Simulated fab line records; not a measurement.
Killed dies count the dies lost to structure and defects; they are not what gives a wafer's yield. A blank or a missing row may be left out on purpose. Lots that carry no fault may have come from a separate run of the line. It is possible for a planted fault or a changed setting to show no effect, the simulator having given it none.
8D (eight disciplines) problem report, filled in by code | flow n5Finfet | the parts of the form that need people (team, actions taken, sign-off) are left out

1. THE ISSUE
Wafers without a fault read 336.4 W, standard deviation 1.1; rfFwdPowerW at N5_FIN_SAQP_ETCH_34 reads a mean of 254.2 W on 3 wafers belonging to 3 lots. That is -75 standard deviations from the usual mean.
The step: etches SiO2 in C4F6/O2, target depth 45 nm, time 15 s.
First seen on wafer L105.5, day 5 13:10, on rieDiel-05. Wafers with a number at this step in the record: 30, from 10 lots. By rule, "out" or "out of limits" means more than 4 standard deviations away from the usual mean. The rest of the wafers with a number are treated as sound.

2. WHAT IT IS, WHAT IT ISN'T
question                    | is                                 | is not
which readings at this step | rfFwdPowerW, etchRfOnTimeS, rfVppV | chamberPressureMTorr, drypumpMotorCurrentA, oesProductAu, showerheadPlenumPTorr, throttleValvePct
which lots                  | L105, L107, L108                   | L102, L103, L110, L112, L991, L997, L998
which wafers of those lots  | L105.5, L107.4, L108.2             | L105.1, L105.2, L107.1, L107.6, L108.1, L108.4
read on which tools         | rieDiel-05                         | rieDiel-01, rieDiel-03
when                        | from day 5 13:10                   | up to then (17 sound wafers); but 10 sound wafers of L107, L108, L110, L112 came after

3. THE SUSPECTS, EACH WITH WHAT RULES IT OUT
Counting: a tool at a process step up to the reading stays a suspect if it ran every lot that is out. Sound lots after the first of them don't rule it out here, since some wafers of a struck lot are sound.
- rieDiel-05 at N5_FIN_SAQP_ETCH_34 (etches SiO2 in C4F6/O2, target depth 45 nm, time 15 s): kept. Ran every lot that is out, first one L105 (day 5 13:10); last sound lot up to then L998 (day 3 19:26). Out on those wafers are its own readings of etchRfOnTimeS, rfFwdPowerW, rfVppV.
- Within rieDiel-05 at N5_FIN_SAQP_ETCH_34: the wafers that are out ran in chamber 1; their sound lot-mates ran in chambers 0, 2, 3.
Left after counting: rieDiel-05 at N5_FIN_SAQP_ETCH_34.

4. THE CAUSE (what the simulator had put in)
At N5_FIN_SAQP_ETCH_34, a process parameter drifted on rieDiel-05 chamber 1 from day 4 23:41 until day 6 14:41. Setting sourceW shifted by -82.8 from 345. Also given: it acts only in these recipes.
Counting left only this tool.

5. THE CHAIN OF EFFECTS, in route order
Each row: a reading whose mean over the struck wafers that have a number lies more than 3 standard deviations from the usual. Scope: only readings with a usual standard deviation given in the record; hours: median across lots of the time from each lot's start at the first step in this table that gives one to its start at this step; sigmas: change in usual standard deviations.
hours | step                | reading       | usual   | on struck wafers | change | sigmas
0     | N5_FIN_SAQP_ETCH_34 | etchRfOnTimeS | 14.94 s | 17.18            | +2.24  | +7.5
0     | N5_FIN_SAQP_ETCH_34 | rfFwdPowerW   | 336.4 W | 254.2            | -82.2  | -75
0     | N5_FIN_SAQP_ETCH_34 | rfVppV        | 675 V   | 754              | +79    | +6.6
Process steps it contains:
- N5_FIN_SAQP_ETCH_34: etches SiO2 in C4F6/O2, target depth 45 nm, time 15 s.

6. HOW IT WOULD HAVE BEEN CAUGHT EARLIER
13 hours passed between the start of the fault at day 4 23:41 and the first reading out of limits in this record, taken at day 5 13:10.
